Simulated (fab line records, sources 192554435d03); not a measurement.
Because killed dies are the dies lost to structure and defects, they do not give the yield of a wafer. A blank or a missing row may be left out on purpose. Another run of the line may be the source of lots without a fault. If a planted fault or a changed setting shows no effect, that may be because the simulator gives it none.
fab line records + flow n5Finfet
record
- lots=5
- wafers=15
- lastDay=16
route steps=1938 shown BEOL_M12@1639 BEOL_M13@1659 PASSIVATION@1936
lots that met no fault: from a run of the same line without faults
startH: the number of hours between the record's first day and the start of the first shown wafer of the lot + waitH: hours since the lot's step before + " the same as in the row above + L1.1+2: a single row standing in for several wafers + - no value, or no start was given + * or withheld: withheld + < > ~ a bound
route shown NAME@n: a module of which the file shows steps, and the number in the route of the first + usual: mean/standard deviation of fault-free wafers + same: alike in all rows + chamber/n: place in a boat + sites: readings site by site + _std_site: their standard deviation + _edge_site: inner sites' mean taken away from outer sites' mean + radiusMm: for every site, how far away it sits from the centre of the wafer + mask NAME#n: copy n + behind: the most recent tool/chamber to have shaped the wafer + hold: why the lot was held/for how many hours/how that ended + device: which transistor (n, p or np) failed to switch + end of line: the tests these same wafers got at the end of their route + where a step has no rows: the recipe by itself + killed: count of dies lost to structure and defects at first sort (not the wafer's yield) + map: a wafer's dies, x killed, . not, _ none there
set.NAME: the setting the step ran with; set.NAME@STEP: the setting that earlier step ran with + model.NAME: the simulator's own value behind a step, which no gauge read
lots at selected steps of the route; one table per step, one row per wafer
services: the hour from which a tool's chamber was out of use, counted from the record's first day as startH (under 0 if before that day), plus the number of hours and why
## steps
# step N5_BEOL_M12_TRENCH_ETCH_34
# recipe
- chemistry=C4F8/O2/Ar
- target=SiOC
- targetDepthA=3189.5
- maskMaterial=SOC
- pressureMtorr=30
- sourceW=3000
- biasW=700
- Ar_flow_sccm=400
- C4F8_flow_sccm=15
- O2_flow_sccm=8
- heInnerTorr=15
- heOuterTorr=30
- timeS=125.5
- ionEnergyEv=250
# step N5_BEOL_M12_STRIP_70
# recipe
- chemistry=C4F8/O2/Ar
- resist=SiARC
- rfFrequencyHz=6e+07
# step N5_BEOL_M12_STRIP_37
# recipe
- chemistry=N2/H2
- powerW=1000
- tempC=250
- h2Frac=0.65
- overashFraction=0.3
- pressureMtorr=withheld
- n2FlowSccm=1750
- h2FlowSccm=3250
# step N5_BEOL_M12_ETCH_38
# recipe
- chemistry=CF4/N2
- target=SiCN
- targetDepthA=687
- taperDeg=2
- timeS=73.4
- ionEnergyEv=150
- maskMaterial=SiO2
- pressureMtorr=40
- sourceW=430
- biasW=70
- Ar_flow_sccm=100
- cf4FlowSccm=60
- n2FlowSccm=60
# step N5_BEOL_M12_PRECLEAN_39
# recipe
- chemistry=residueRemover
- timeS=60
- tempC=40
# step N5_BEOL_M12_SRD_40
# recipe
- timeS=30
- tempC=23
- rinseLiquid=diw
- dry=n2Spin
- spinRpm=1500
- dryTimeS=30
# step N5_BEOL_M12_DEGAS_41
# recipe
- ambient=vacuum
- tempC=250
- timeS=60
# step N5_BEOL_M12_PRE_CLEAN_42
# recipe
- gas=H2/He
- timeS=30
- tempC=250
# step N5_BEOL_M12_SPUTTER_43
# recipe
- material=TaN
- targetThkA=150
- tempC=50
- biasV=168.6
- powerW=15000
- chamberPressurePa=0.12
- timeS=24.19
# step N5_BEOL_M12_SPUTTER_44
# recipe
- material=Ta
- targetThkA=100
- tempC=50
- biasV=80
- powerW=15000
- chamberPressurePa=0.07
- timeS=16.13
# step N5_BEOL_M12_SPUTTER_45
# recipe
- material=Cu
- targetThkA=800
- tempC=-20
- biasV=60
- powerW=26000
- chamberPressurePa=0.13
- timeS=13.33
# step N5_BEOL_M12_ECD_47
# recipe
- material=Cu
- targetThkA=7200
| lot.wafer  | tool     | chamber | startH | waitH |
|------------|----------|---------|--------|-------|
| L491.1+4+5 | ecdCu-01 | 0,1,1   | 302.20 | 0.1   |
| L494.2+3+4 | ecdCu-01 | 1,0,1   | 323.22 | 0.1   |
| L497.1+4+6 | ecdCu-02 | 1       | 339.44 | 0.1   |
| L495.2+5+6 | ecdCu-01 | 0,0,1   | 340.08 | 0.1   |
| L496.2+3+6 | ecdCu-01 | 1,0,0   | 345.63 | 0.1   |
# step N5_BEOL_M12_ANNEAL_48
# recipe
- tempC=225
- timeS=90
- ambient=N2
# step N5_BEOL_M12_CMP_49
# recipe
- stopOn=SiOC
- tOverpolishS=20.6
- downForcePsi=1
- platenRpm=50
- clearingPlatenDownForcePsi=1.5
- clearingPlatenRpm=50
- postCmpClean=cuAlkaline
- targetThkNm=320
- clearingPlatenPadVelocityMS=0.99484
- padVelocityMS=0.99484
# step N5_BEOL_M12_PRE_CLEAN_52
# recipe
- gas=NH3
- timeS=15
- tempC=withheld
- rfPowerW=300
# step N5_BEOL_M12_DEP_53
# recipe
- material=SiCN
- targetThkA=300
- tempC=withheld
- precursor=3MS/NH3
- pressureTorr=3
- rfW=675
- timeS=10.5
# step N5_BEOL_M13_ILD_DEP_00
# recipe
- material=SiOC
- targetThkA=8379.2
- tempC=350
- precursor=DEMS/O2
- pressureTorr=5
- rfW=500
- timeS=166.4
# step N5_BEOL_M13_COAT_58
# recipe
- resist=BARC
- tempC=205
- timeS=60
- spinRpm=1500
- resistThkNm=89
# step N5_BEOL_M13_COAT_04
# recipe
- spinRpm=1625
- resistThkNm=400
# step N5_BEOL_M13_EBR_06
# recipe
- solvent=PGMEA
- ebrWidthMm=1.5
# step N5_BEOL_M13_SOFTBAKE_05
# recipe
- tempC=130
- timeS=60
# step N5_BEOL_M13_EXPOSE_07
# recipe
- maskId=V12
- na=0.93
- sourceShape=conventional
- sigmaOuter=0.6
- polarization=unpolarized
- attpsmPhaseDeg=180
- doseMj=24.8
# step N5_BEOL_M13_PEB_08
# recipe
- pebTempC=130
- pebTimeS=90
# step N5_BEOL_M13_DEVELOP_09
# recipe
- developTimeS=45
- rinseLiquid=diw
- dry=airSpin
- devTempC=21
# step N5_BEOL_M13_HARDBAKE_14
# recipe
- tempC=130
- timeS=120
# step N5_BEOL_M13_DESCUM_15
# recipe
- chemistry=O2
- timeS=7.9
- sourcePowerW=50
- biasPowerW=20
- pressureMtorr=20
- rfFrequencyHz=2.712e+07
- tempC=40
- o2FlowSccm=225
# step N5_BEOL_M13_ETCH_59
# recipe
- chemistry=N2/H2
- target=BARC
- targetDepthA=890
- overetchA=267
- timeS=67.9
- ionEnergyEv=200
- pressureMtorr=30
- sourceW=840
- biasW=150
- n2FlowSccm=200
- h2FlowSccm=200
# step N5_BEOL_M13_VIA_ETCH_16
# recipe
- chemistry=C4F8/O2/Ar
- target=SiOC
- pressureMtorr=30
- sourceW=3000
- biasW=700
- Ar_flow_sccm=400
- C4F8_flow_sccm=15
- O2_flow_sccm=8
- heInnerTorr=15
- heOuterTorr=30
- targetDepthA=9217
- timeS=withheld
- ionEnergyEv=250
- ends=cleared
# step N5_BEOL_M13_STRIP_63
# recipe
- chemistry=N2/H2
- powerW=1000
- tempC=250
- h2Frac=0.65
- overashFraction=0.3
- pressureMtorr=1000
- n2FlowSccm=1750
- h2FlowSccm=3250
# step N5_BEOL_M13_STRIP_64
# recipe
- chemistry=N2/H2
- powerW=1000
- tempC=250
- h2Frac=0.65
- overashFraction=0.3
- pressureMtorr=withheld
- n2FlowSccm=1750
- h2FlowSccm=3250
# step N5_BEOL_M13_STRIP_71
# recipe
- chemistry=postEtchResidueRemover
- timeS=60
- tempC=25
- removerPh=withheld
- removerWaterWtPct=withheld
- removerFluorideWtPct=withheld
# step N5_BEOL_M13_SRD_72
# recipe
- timeS=30
- tempC=23
- rinseLiquid=diw
- dry=n2Spin
- spinRpm=1500
- dryTimeS=30
# step N5_BEOL_M13_COAT_65
# recipe
- resist=SOC
- tempC=250
- timeS=60
- spinRpm=1500
- resistThkNm=350
# step N5_PASSIVATION_PROBE_49
# usual
- defectLimitedYield=90.9/1.5
- killed_at_M0_to_M3=36/10
- killed_at_M4_up=13/5.5
- killedAtContacts=12/5.6
- killedAtFrontEnd=42/12
- killedAtOther=4/3.2
- killedDies=108/18
- killedOnRim=15/4.1
- killedOpen=71/13
- killedShort=34/7.8
- sort_bin_5_function=5.4/1
- sort_bin_6_memory=3.4/0.68
- sortNPass=1072/18
- sortYieldPct=90.9/1.5
# same
- grossDies=1180
- killedAtBackSide=0
- sort_bin_4_leakage[%]=0
- sort_bin_8_speed[%]=0
| lot.wafer | tool      | chamber | startH | waitH | defectLimitedYield[%] | killed_at_M0_to_M3 | killed_at_M4_up | killedAtContacts | killedAtFrontEnd | killedAtOther | killedDies | killedOnRim | killedOpen | killedShort | sort_bin_5_function[%] | sort_bin_6_memory[%] | sortNPass | sortYieldPct[%] |
|-----------|-----------|---------|--------|-------|-----------------------|--------------------|-----------------|------------------|------------------|---------------|------------|-------------|------------|-------------|------------------------|----------------------|-----------|-----------------|
| L491.1    | prober-02 | -       | 340.49 | 0.0   | 90.4                  | 47                 | 13              | 13               | 36               | 4             | 113        | 15          | 85         | 26          | 5.3                    | 3.8                  | 1067      | 90.4            |
| L491.4    | prober-02 | -       | 340.64 | 0.2   | 91.2                  | 49                 | 8               | 12               | 26               | 9             | 104        | 18          | 80         | 23          | 5.7                    | 3.1                  | 1076      | 91.2            |
| L491.5    | prober-02 | -       | 340.69 | 0.2   | 90.8                  | 45                 | 4               | 10               | 49               | 1             | 109        | 19          | 82         | 27          | 6.0                    | 3.1                  | 1071      | 90.8            |
| L494.2    | prober-01 | -       | 355.19 | 0.1   | 73.5                  | 29                 | 231             | 13               | 34               | 6             | 313        | 41          | 47         | 36          | 15.0                   | 9.6                  | 867       | 73.5            |
| L494.3    | prober-01 | -       | 355.24 | 0.1   | 74.3                  | 25                 | 228             | 12               | 35               | 3             | 303        | 40          | 61         | 27          | 16.4                   | 7.8                  | 877       | 74.3            |
| L494.4    | prober-01 | -       | 355.29 | 0.2   | 71.2                  | 23                 | 274             | 15               | 28               | 0             | 340        | 44          | 54         | 24          | 17.0                   | 10.7                 | 840       | 71.2            |
| L497.1    | prober-01 | -       | 373.41 | 0.0   | 90.5                  | 49                 | 18              | 14               | 30               | 1             | 112        | 15          | 74         | 37          | 4.9                    | 4.0                  | 1068      | 90.5            |
| L497.4    | prober-01 | -       | 373.56 | 0.2   | 92.5                  | 37                 | 17              | 6                | 24               | 5             | 89         | 9           | 55         | 32          | 4.7                    | 2.6                  | 1091      | 92.5            |
| L497.6    | prober-01 | -       | 373.66 | 0.3   | 91.6                  | 32                 | 12              | 5                | 48               | 2             | 99         | 18          | 63         | 33          | 4.7                    | 3.5                  | 1081      | 91.6            |
| L495.2    | prober-01 | -       | 376.71 | 0.1   | 73.1                  | 25                 | 235             | 10               | 45               | 3             | 318        | 39          | 66         | 32          | 16.9                   | 8.4                  | 862       | 73.1            |
| L495.5    | prober-01 | -       | 376.86 | 0.2   | 72.6                  | 37                 | 222             | 18               | 42               | 4             | 323        | 42          | 72         | 32          | 16.2                   | 9.8                  | 857       | 72.6            |
| L495.6    | prober-01 | -       | 376.91 | 0.3   | 74.9                  | 33                 | 207             | 3                | 53               | 0             | 296        | 37          | 63         | 29          | 15.3                   | 8.6                  | 884       | 74.9            |
| L496.2    | prober-01 | -       | 385.75 | 0.1   | 73.7                  | 16                 | 247             | 5                | 32               | 10            | 310        | 41          | 50         | 27          | 14.8                   | 10.1                 | 870       | 73.7            |
| L496.3    | prober-01 | -       | 385.80 | 0.1   | 73.0                  | 30                 | 241             | 5                | 41               | 2             | 319        | 45          | 64         | 26          | 15.7                   | 10.1                 | 861       | 73.0            |
| L496.6    | prober-01 | -       | 385.95 | 0.3   | 73.9                  | 35                 | 223             | 8                | 40               | 2             | 308        | 38          | 61         | 32          | 14.3                   | 9.4                  | 872       | 73.9            |
# killed by level:class
L491.1 MOL_CONTACT_COAG:geometricParticle:open=12 BEOL_M2:geometricParticle:open=12 BEOL_M3:geometricParticle:open=12 BEOL_M1:geometricParticle:open=10 STI_FIN_REVEAL:geometricParticle:open=9 FIN_SAQP:geometricParticle:open=8 STI_FIN_REVEAL:geometricParticle:short=5 GATE_CUT:geometricParticle:short=4
L491.4 BEOL_M3:geometricParticle:open=14 BEOL_M1:geometricParticle:open=13 BEOL_M2:geometricParticle:open=13 MOL_CONTACT_COAG:geometricParticle:open=12 STI_FIN_REVEAL:geometricParticle:open=6 BEOL_M5:geometricParticle:open=5 FIN_SAQP:geometricParticle:open=4 STI_FIN_REVEAL:geometricParticle:short=3
L491.5 BEOL_M3:geometricParticle:open=15 STI_FIN_REVEAL:geometricParticle:open=14 BEOL_M2:geometricParticle:open=14 DUMMY_GATE:geometricParticle:open=9 MOL_CONTACT_COAG:geometricParticle:open=8 BEOL_M1:geometricParticle:open=8 STARTING-WAFER:geometricParticle:short=7 FIN_SAQP:geometricParticle:open=5
L494.2 BEOL_M12:unspecified=229 MOL_CONTACT_COAG:geometricParticle:open=10 FIN_SAQP:geometricParticle:open=9 GATE_CUT:geometricParticle:short=8 BEOL_M0_SAQP:geometricParticle:short=7 BEOL_M1:geometricParticle:open=6 BEOL_M2:geometricParticle:open=5 BEOL_M3:geometricParticle:open=4
L494.3 BEOL_M12:unspecified=215 MOL_CONTACT_COAG:geometricParticle:open=10 FIN_SAQP:geometricParticle:open=9 FIN_SAQP:geometricParticle:short=8 BEOL_M3:geometricParticle:open=8 BEOL_M1:geometricParticle:open=5 BEOL_M4:geometricParticle:open=5 STARTING-WAFER:geometricParticle:open=4
L494.4 BEOL_M12:unspecified=261 MOL_CONTACT_COAG:geometricParticle:open=12 BEOL_M2:geometricParticle:open=8 FIN_SAQP:geometricParticle:open=7 BEOL_M4:geometricParticle:open=6 FIN_SAQP:geometricParticle:short=5 GATE_CUT:geometricParticle:short=5 BEOL_M3:geometricParticle:open=5
L497.1 BEOL_M0_SAQP:geometricParticle:open=16 BEOL_M0_SAQP:geometricParticle:short=10 MOL_CONTACT_COAG:geometricParticle:open=10 BEOL_M2:geometricParticle:open=9 STI_FIN_REVEAL:geometricParticle:open=8 BEOL_M4:geometricParticle:open=7 STARTING-WAFER:geometricParticle:short=6 BEOL_M2:geometricParticle:short=5
L497.4 BEOL_M0_SAQP:geometricParticle:short=9 BEOL_M0_SAQP:geometricParticle:open=9 BEOL_M3:geometricParticle:open=9 BEOL_M2:geometricParticle:open=6 FIN_SAQP:geometricParticle:short=5 STI_FIN_REVEAL:geometricParticle:open=5 MOL_CONTACT_COAG:geometricParticle:open=5 FIN_SAQP:geometricParticle:open=4
L497.6 FIN_SAQP:geometricParticle:open=12 FIN_SAQP:geometricParticle:short=8 BEOL_M0:geometricParticle:open=8 BEOL_M0_SAQP:geometricParticle:short=7 BEOL_M0_SAQP:geometricParticle:open=6 MOL_CONTACT_COAG:geometricParticle:open=5 STARTING-WAFER:geometricParticle:open=5 DUMMY_GATE:geometricParticle:open=4
L495.2 BEOL_M12:unspecified=220 STI_FIN_REVEAL:geometricParticle:open=20 BEOL_M0_SAQP:geometricParticle:short=12 BEOL_M4:geometricParticle:open=9 FIN_SAQP:geometricParticle:open=8 MOL_CONTACT_COAG:geometricParticle:open=5 MOL_CONTACT_COAG:geometricParticle:short=5 BEOL_M0_SAQP:geometricParticle:open=5
L495.5 BEOL_M12:unspecified=217 MOL_CONTACT_COAG:geometricParticle:open=15 BEOL_M0_SAQP:geometricParticle:short=12 FIN_SAQP:geometricParticle:open=10 FIN_SAQP:geometricParticle:short=7 BEOL_M0_SAQP:geometricParticle:open=7 BEOL_M1:geometricParticle:open=6 BEOL_M2:geometricParticle:open=6
L495.6 BEOL_M12:unspecified=200 FIN_SAQP:geometricParticle:open=12 STI_FIN_REVEAL:geometricParticle:open=11 FIN_SAQP:geometricParticle:short=10 BEOL_M1:geometricParticle:open=9 BEOL_M0_SAQP:geometricParticle:open=6 BEOL_M3:geometricParticle:open=5 BEOL_M1:geometricParticle:short=5
L496.2 BEOL_M12:unspecified=233 BEOL_M0_SAQP:geometricParticle:short=6 PAD_METAL:geometricParticle:open=6 MOL_CONTACT_COAG:geometricParticle:open=5 BEOL_M0_SAQP:geometricParticle:open=5 BEOL_M4:geometricParticle:short=5 FIN_SAQP:geometricParticle:open=4 STI_FIN_REVEAL:geometricParticle:open=4
L496.3 BEOL_M12:unspecified=227 FIN_SAQP:geometricParticle:open=17 BEOL_M2:geometricParticle:open=8 BEOL_M3:geometricParticle:open=7 GATE_CUT:geometricParticle:short=7 MOL_CONTACT_COAG:geometricParticle:open=5 BEOL_M1:geometricParticle:open=5 BEOL_M0_SAQP:geometricParticle:open=5
L496.6 BEOL_M12:unspecified=212 BEOL_M2:geometricParticle:open=12 SPACER0:geometricParticle:short=7 GATE_CUT:geometricParticle:open=7 DUMMY_GATE:geometricParticle:open=6 MOL_CONTACT_COAG:geometricParticle:open=6 BEOL_M0_SAQP:geometricParticle:open=5 FIN_SAQP:geometricParticle:short=4
# map L494.4 (x killed, . not)
_________________..x......xx.________________
______________...x.....xx......._____________
___________..x.x.x.x........xx.x...__________
__________xxx..xx..xx.x..xx..xx..x.._________
________...x..x.xx.x..x........x.x..xx_______
_______.x.x.x.........x..x.......x..x.x______
______.....x.x.....x..x...x.xx.........._____
_____..xx.x..x......x.....xx..x...x.....x____
____....x............x.....x....xxx....x..___
___..x....xx......xx..x............x.x.x...__
___xxx...xx........x..x.x.....x.....xx.....__
__...x..x..x...x.......x...x....x.....x..xx._
__xx..x....x.xx.xx....xx...x.........x.x.x.._
_x..xx......x....x.xx...x.........x...x....x.
_.........x..xxx.x.x.x..x....xx.x..x.....xx..
_......xx.x....x.....xx.xxxxx....x..x.xx..xxx
_.x.x.xx..x..x......x..xx....x.x...x.x..xx.x.
_.....xx......x.....x...............x.xxxx...
_.....x....x.x....x..x.x...x.x..xx.xx.....x..
_.x....x.......xx...x.xx...x....x.x..x.x.xx..
_...x...xx...x.x.xxx.x.x......x.x..x.........
__x.x.xx...x...xx.x....x.x.....xx...x...x..x_
__......xx.x..........xx.x...........xx.x.xx_
___x............x..x.x...x.x.x.....x.......__
___x......x...x.....x.....x..x..x.......x.x__
____.x.xx.x......x.x...x......x.x..x......___
_____..xx.xxx..x........x.x.x...x...x....____
______x...x....xx.x.xx.x.x.x...x.x.x...._____
_______xxx..x.....x.....xx........xx.x.______
________..x.....x.xx.xxx.........x..x._______
__________xx......x.x.x...x......x.._________
___________..x..xxxx....x..x.xx..x.__________
______________..x...........x..x_____________
_________________.....xx.x..x________________
# map L495.5 (x killed, . not)
_________________x..x.....x.x________________
______________...........x.xx..._____________
___________...x..x......x...x.x..x.__________
__________..x...........x......x.xx._________
________.x......x.x............x......_______
_______x.x..xx.........x....x.x.x......______
______..........xx.x.....x..x..x..xxxx.._____
_____xx.x.x.xx....x.......x.x.x.xx......x____
____.x....x.x..xx....x.xx.....x.......x.x.___
___.x......x..xx.....xxxx....x....x.....x..__
___..xx....x..x...xx..xx.x....x...x.....x.x__
__.....x.x.x......x......x....x...x.....xx.._
__x.....x..x.x........xx.....xxx............_
_...xx.x.......x...xxx....x...xx.....x.x.x...
_x..xx.xxxx....x......x....x..x.....x.....xx.
_xx...x.xx..............xx...x..xx..xx..x....
_.x..xx...xx........xxx......x.x.x........x.x
_.xx...x.x.x...xx.x...x.....x....x.x.xxx..x..
_.x.......x.....x...x......x..x....xxx.......
_xxx.x......x...x........x....x.x..xx...x..x.
_.....xx....xxx..x...xxx..........x....xx.x..
__x..x..x...x..x...........xx..x..xxx...x..x_
__..x.........x...x...x...x.x...........x..x_
___.........xx.....xx.x.x..x.x...xx.xx...xx__
___.x.x..x...x.x..x...xx..x...xx..x.....x..__
____.x......x.x.x..x..x..xx..x...x..x..xx.___
_____............xx.....x.x....x..x.x....____
______x....xx.x..x......x...x.........x._____
_______.....xx.....x..x.x...x.x.x......______
________x..x............x..x.x.x....x._______
__________x.x....x.x......xx...xx..x_________
___________..x.x.........xx..x..xx.__________
______________.x......x..x.....x_____________
_________________..x.....x...________________
## services
| tool     | chamber | startH | hours | kind   |
|----------|---------|--------|-------|--------|
| ecdCu-01 | -       | 296.85 | 0.8   | repair |
| ecdCu-01 | -       | 313.56 | 1.8   | repair |
## key
firstSign
- step=N5_PASSIVATION_PROBE_49
- reading=killed_at_M4_up
- direction=up
- sigmas=40
- usual=13
- struck=234
effect
- step=N5_PASSIVATION_PROBE_49
- reading=killedDies
- direction=up
- sigmas=12
- usual=108
- struck=314
moreKillsBornAt
- N5_BEOL_M12_ECD_47@ecdCu-01=2014
metAt N5_BEOL_M12_ECD_47
struckWafers L494.2,L494.3,L494.4,L495.2,L495.5,L495.6,L496.2,L496.3,L496.6
onsetBetween 302.20 323.22
fault
- kind=chamberParticleSource
- tool=ecdCu-01
- chamber=-
- onsetH=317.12
- steps=N5_BEOL_M12_ECD_47
- ratePerVisitCm2=0.40243
- endH=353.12
